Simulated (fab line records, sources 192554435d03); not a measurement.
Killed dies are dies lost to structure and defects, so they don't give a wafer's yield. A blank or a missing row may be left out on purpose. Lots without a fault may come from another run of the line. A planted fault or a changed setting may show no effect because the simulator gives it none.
Split-lot experiment | flow n5_finfet | 7 lots, 39 wafers read, on a route of 1938 steps

THE SPLIT
At N5_FIN_CUT_CUT_ETCH_26 (etches SiNx in CH3F/O2, target depth 39 nm, time 55.7 s), the setting source_w was moved away from the recipe's 395 W on 12 of the 39 wafers read, by -17.1% to +8.3%. The other wafers ran this setting at the recipe's value.

The reading is taken at the split's own step.

THE READING
rf_vpp_V, in V, at N5_FIN_CUT_CUT_ETCH_26 (etches SiNx in CH3F/O2, target depth 39 nm, time 55.7 s). Fault-free wafers of this fab line usually give 297 V, standard deviation 3.9 V.

wafer  | tool, chamber at the split | source_w as run, W | against the recipe | rf_vpp_V, V | against lot-mates on the recipe
L077.1 | rie_diel-01, 1             | 427.9              | +8.3%              | 287         | -9
L077.2 | rie_diel-01, 0             | 427.9              | +8.3%              | 286         | -10
L077.3 | rie_diel-01, 3             | 395                | recipe             | 295         | -
L077.4 | rie_diel-01, 1             | 395                | recipe             | 297         | -
L077.5 | rie_diel-01, 0             | 427.9              | +8.3%              | 287         | -9
L077.6 | rie_diel-01, 3             | 395                | recipe             | 297         | -
L080.1 | rie_diel-01, 1             | 327.4              | -17.1%             | 325         | +27
L080.2 | rie_diel-01, 0             | 395                | recipe             | 297         | -
L080.3 | rie_diel-01, 2             | 327.4              | -17.1%             | 329         | +31
L080.4 | rie_diel-01, 3             | 327.4              | -17.1%             | 324         | +26
L080.5 | rie_diel-01, 1             | 395                | recipe             | 297         | -
L080.6 | rie_diel-01, 2             | 395                | recipe             | 299         | -
L082.1 | rie_diel-05, 0             | 395                | recipe             | 291         | -
L082.2 | rie_diel-05, 1             | 395                | recipe             | 294         | -
L082.6 | rie_diel-05, 3             | 395                | recipe             | 306         | -
L085.1 | rie_diel-01, 3             | 395                | recipe             | 296         | -
L085.2 | rie_diel-01, 0             | 395                | recipe             | 298         | -
L085.3 | rie_diel-01, 1             | 395                | recipe             | 297         | -
L085.4 | rie_diel-01, 2             | 395                | recipe             | 300         | -
L085.5 | rie_diel-01, 0             | 395                | recipe             | 297         | -
L085.6 | rie_diel-01, 1             | 395                | recipe             | 297         | -
L086.1 | rie_diel-01, 2             | 395                | recipe             | 301         | -
L086.2 | rie_diel-01, 0             | 426.7              | +8.0%              | 286         | -12
L086.3 | rie_diel-01, 1             | 395                | recipe             | 297         | -
L086.4 | rie_diel-01, 3             | 426.7              | +8.0%              | 287         | -11
L086.5 | rie_diel-01, 3             | 395                | recipe             | 295         | -
L086.6 | rie_diel-01, 2             | 426.7              | +8.0%              | 290         | -8
L088.1 | rie_diel-06, 0             | 395                | recipe             | 292         | -
L088.2 | rie_diel-06, 3             | 395                | recipe             | 298         | -
L088.3 | rie_diel-06, 2             | 395                | recipe             | 292         | -
L088.4 | rie_diel-06, 1             | 395                | recipe             | 294         | -
L088.5 | rie_diel-06, 3             | 395                | recipe             | 298         | -
L088.6 | rie_diel-06, 2             | 395                | recipe             | 293         | -
L094.1 | rie_diel-06, 1             | 395                | recipe             | 295         | -
L094.2 | rie_diel-06, 0             | 342                | -13.4%             | 313         | +18
L094.3 | rie_diel-06, 2             | 342                | -13.4%             | 314         | +19
L094.4 | rie_diel-06, 3             | 395                | recipe             | 298         | -
L094.5 | rie_diel-06, 0             | 395                | recipe             | 293         | -
L094.6 | rie_diel-06, 3             | 342                | -13.4%             | 318         | +23

THE FIT
A straight line over all 39 wafers: rf_vpp_V changes by -1.48 V for each +1% of source_w; r = -0.95; the points scatter about the line by 3.2 V.
The same after taking each lot's own level away (the mean of its wafers on the recipe; 39 wafers): -1.49 V for each +1%; r = -0.96; scatter 2.8 V.
On that fit, the largest move of source_w shifts the reading by 25 V.
The lots' own levels span 294.5 to 297.7 V, that is 0.8 times the standard deviation above.
So the lot-to-lot level changes the slope little: the two slopes agree.
Check: with one of the wafers moved furthest among these (-17.1%) left out of the fit, the line predicts +25.7 V for it against its lot-mates. It came out at +27.3 V against them.
Tool readings at the split's step, against how far the setting was moved: rf_vpp_V r = -0.95.

OTHER SPLITS ON THESE WAFERS
These wafers also went through other splits before the reading. Each is held against what the fit with the lots' levels taken away leaves over:
other split on the same wafers | wafers away from the commonest value | r with rf_vpp_V (lot level and that fit taken away)
N5_FIN_CUT_EXPOSE_05 dose_mj   | 15                                   | +0.13

THE FILE'S OWN FIT
rf_vpp_V changes by -1.49 V for each +1% of source_w, r = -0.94.
